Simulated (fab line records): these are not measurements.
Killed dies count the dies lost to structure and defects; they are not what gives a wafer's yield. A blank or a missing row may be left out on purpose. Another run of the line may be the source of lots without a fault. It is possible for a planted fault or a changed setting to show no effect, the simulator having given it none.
Chamber matching :: flow nand_harc :: NHARC_A_STAIRCASE_DESCUM_11 on rie_diel-05 has 4 sister chambers
The step chemistry O2, time 3 s. 14 wafers are shown with their chamber, then 7 later ones without.

## WAFERS, EACH WITH ITS CHAMBER
wafer: L388.2
chamber: 2
showerhead_plenum_p_Torr (Torr): 1.91
drypump_motor_current_A (A): 5.4
oes_product_au (a.u.): 0.984

wafer: L388.3
chamber: 0
showerhead_plenum_p_Torr (Torr): 1.90
drypump_motor_current_A (A): 5.7
oes_product_au (a.u.): 0.996

wafer: L388.6
chamber: 3
showerhead_plenum_p_Torr (Torr): 1.98
drypump_motor_current_A (A): 5.7
oes_product_au (a.u.): 0.985

wafer: L393.1
chamber: 2
showerhead_plenum_p_Torr (Torr): 1.91
drypump_motor_current_A (A): 5.4
oes_product_au (a.u.): 0.995

wafer: L393.3
chamber: 1
showerhead_plenum_p_Torr (Torr): 1.79
drypump_motor_current_A (A): 6.1
oes_product_au (a.u.): 0.990

wafer: L393.4
chamber: 0
showerhead_plenum_p_Torr (Torr): 1.89
drypump_motor_current_A (A): 5.7
oes_product_au (a.u.): 0.988

wafer: L396.1
chamber: 1
showerhead_plenum_p_Torr (Torr): 1.79
drypump_motor_current_A (A): 6.1
oes_product_au (a.u.): 1.001

wafer: L396.4
chamber: 3
showerhead_plenum_p_Torr (Torr): 1.97
drypump_motor_current_A (A): 5.7
oes_product_au (a.u.): 0.997

wafer: L396.5
chamber: 1
showerhead_plenum_p_Torr (Torr): 1.79
drypump_motor_current_A (A): 6.2
oes_product_au (a.u.): 0.999

wafer: L397.4
chamber: 1
showerhead_plenum_p_Torr (Torr): 1.79
drypump_motor_current_A (A): 6.1
oes_product_au (a.u.): 0.996

wafer: L397.5
chamber: 0
showerhead_plenum_p_Torr (Torr): 1.89
drypump_motor_current_A (A): 5.7
oes_product_au (a.u.): 1.008

wafer: L397.6
chamber: 1
showerhead_plenum_p_Torr (Torr): 1.79
drypump_motor_current_A (A): 6.1
oes_product_au (a.u.): 1.002

wafer: L399.1
chamber: 0
showerhead_plenum_p_Torr (Torr): 1.89
drypump_motor_current_A (A): 5.7
oes_product_au (a.u.): 1.013

wafer: L399.2
chamber: 1
showerhead_plenum_p_Torr (Torr): 1.79
drypump_motor_current_A (A): 6.1
oes_product_au (a.u.): 1.010

SIGNATURES (means of the wafers above)
reading: showerhead_plenum_p_Torr
chamber 0: 1.8925
chamber 1: 1.7900
chamber 2: 1.9100
chamber 3: 1.9750
scatter within a chamber: 0.00354

reading: drypump_motor_current_A
chamber 0: 5.700
chamber 1: 6.117
chamber 2: 5.400
chamber 3: 5.700
scatter within a chamber: 0.0289

reading: oes_product_au
chamber 0: 1.00125
chamber 1: 0.99967
chamber 2: 0.98950
chamber 3: 0.99100
scatter within a chamber: 0.00861
Rule: for a wafer and a chamber, the distance is found by dividing, reading by reading, the gap between the wafer's reading and the chamber's mean by the reading's scatter, squaring, summing and taking the root. The wafer belongs to the nearest chamber; if the next one is less than 2 further off, it can't be placed. How the scatter is found: for the shown wafers, subtract from each reading the mean of its chamber, square and add these, divide the total by (wafers less chambers), then take the root.

## WAFERS WITHOUT THEIR CHAMBER
wafer: L399.6
showerhead_plenum_p_Torr (Torr): 1.79
drypump_motor_current_A (A): 6.1
oes_product_au (a.u.): 0.990

wafer: L411.1
showerhead_plenum_p_Torr (Torr): 1.96
drypump_motor_current_A (A): 5.7
oes_product_au (a.u.): 1.001

wafer: L411.2
showerhead_plenum_p_Torr (Torr): 1.88
drypump_motor_current_A (A): 5.7
oes_product_au (a.u.): 1.023

wafer: L411.3
showerhead_plenum_p_Torr (Torr): 1.77
drypump_motor_current_A (A): 6.1
oes_product_au (a.u.): 0.991

wafer: L410.1
showerhead_plenum_p_Torr (Torr): 1.88
drypump_motor_current_A (A): 5.7
oes_product_au (a.u.): 1.009

wafer: L410.2
showerhead_plenum_p_Torr (Torr): 1.96
drypump_motor_current_A (A): 5.7
oes_product_au (a.u.): 0.991

wafer: L410.6
showerhead_plenum_p_Torr (Torr): 1.96
drypump_motor_current_A (A): 5.7
oes_product_au (a.u.): 0.993

## THE CHAMBER EACH PASSED THROUGH
wafer: L399.6
from the rows above: 1
in truth: 1

wafer: L411.1
from the rows above: 3
in truth: 3

wafer: L411.2
from the rows above: 0
in truth: 0

wafer: L411.3
from the rows above: 1
in truth: 1

wafer: L410.1
from the rows above: 0
in truth: 0

wafer: L410.2
from the rows above: 3
in truth: 3

wafer: L410.6
from the rows above: 3
in truth: 3
Placed correctly: 7 of 7. From these rows, 0 cannot be placed. Placed wrongly: 0.
